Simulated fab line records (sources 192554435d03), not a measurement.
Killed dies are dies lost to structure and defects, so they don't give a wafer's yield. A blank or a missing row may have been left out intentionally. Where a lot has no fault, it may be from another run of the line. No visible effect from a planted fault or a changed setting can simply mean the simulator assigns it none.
Split-lot experiment ; flow n5 finfet ; 7 lots, 21 wafers read, on a route of 1938 steps

== THE SPLIT ==
At N5_BEOL_M10_ETCH_41 (etches SiCN in CH3F/O2, target depth 42.6 nm, time 86 s), the setting source w was moved away from the recipe's 395 W on 6 of the 21 wafers read, by -12.1% to +16.6%. All remaining wafers had this setting at the recipe value.

The reading comes from the split's own step.

== THE READING ==
rf vpp V, in V, at N5_BEOL_M10_ETCH_41 (etches SiCN in CH3F/O2, target depth 42.6 nm, time 86 s). A value of 296.8 V with a standard deviation of 1.1 V is what fault-free wafers of this fab line usually give.

wafer;tool, chamber at the split;source w as run, W;against the recipe;rf vpp V, V;against lot-mates on the recipe
L075.1;rie diel-01, 3;457.5;+15.8%;282.9;-15.1
L075.2;rie diel-01, 0;395;recipe;298.4;-
L075.5;rie diel-01, 3;395;recipe;297.7;-
L082.1;rie diel-01, 3;395;recipe;297.6;-
L082.2;rie diel-01, 2;395;recipe;298.2;-
L082.4;rie diel-01, 2;395;recipe;299.5;-
L087.3;rie diel-01, 2;395;recipe;299.0;-
L087.5;rie diel-01, 3;395;recipe;298.0;-
L087.6;rie diel-01, 2;395;recipe;298.5;-
L090.4;rie diel-05, 3;395;recipe;296.7;-
L090.5;rie diel-05, 2;373.8;-5.4%;302.5;+5.8
L090.6;rie diel-05, 0;373.8;-5.4%;302.3;+5.6
L091.3;rie diel-04, 2;347.4;-12.1%;309.2;+13.7
L091.4;rie diel-04, 0;395;recipe;295.9;-
L091.5;rie diel-04, 3;395;recipe;295.1;-
L092.1;rie diel-05, 0;460.4;+16.6%;280.3;-15.3
L092.4;rie diel-05, 2;460.4;+16.6%;282.1;-13.5
L092.5;rie diel-05, 1;395;recipe;295.6;-
L097.3;rie diel-01, 3;395;recipe;298.6;-
L097.4;rie diel-01, 1;395;recipe;296.3;-
L097.5;rie diel-01, 3;395;recipe;297.2;-

FIT RESULTS
A straight line over all 21 wafers: rf vpp V changes by -0.962 V for each +1% of source w; r = -0.99; the points scatter about the line by 1.2 V.
The same after taking each lot's own level away (the mean of its wafers on the recipe; 21 wafers): -0.949 V for each +1%; r = -0.99; scatter 0.89 V.
The reading moves by 16 V for the largest change in source w, on that fit.
Across the lots, their own levels run from 295.50 to 298.50 V, a range of 2.7 times the standard deviation given above.
The two slopes agree, so the slope changes little with the lot-to-lot level.
Check: with one of the wafers moved furthest among these (+16.6%) left out of the fit, the line predicts -15.5 V for it against its lot-mates. It came out at -15.3 V against them.
Tool readings at the split's step, against how far the setting was moved: rf vpp V r = -0.99.

== FURTHER SPLITS ON THESE WAFERS ==
Note: prior to the reading, these wafers also went through further splits. Each is held against what the fit with the lots' levels taken away leaves over:
other split on the same wafers;wafers away from the commonest value;r with rf vpp V (lot level and that fit taken away)
N5_BEOL_M6_ALD_77 ald cycles;6;+0.13
N5_BEOL_M7_ETCH_66 time s;3;-0.21
N5_BEOL_M8_ETCH_61 bias w;6;+0.16
N5_BEOL_M9_COAT_63 spin rpm;7;+0.42
N5_BEOL_M10_VIA_ETCH_34 time s;7;-0.14

== FILE'S OWN FIT ==
rf vpp V changes by -0.965 V for each +1% of source w, r = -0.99.
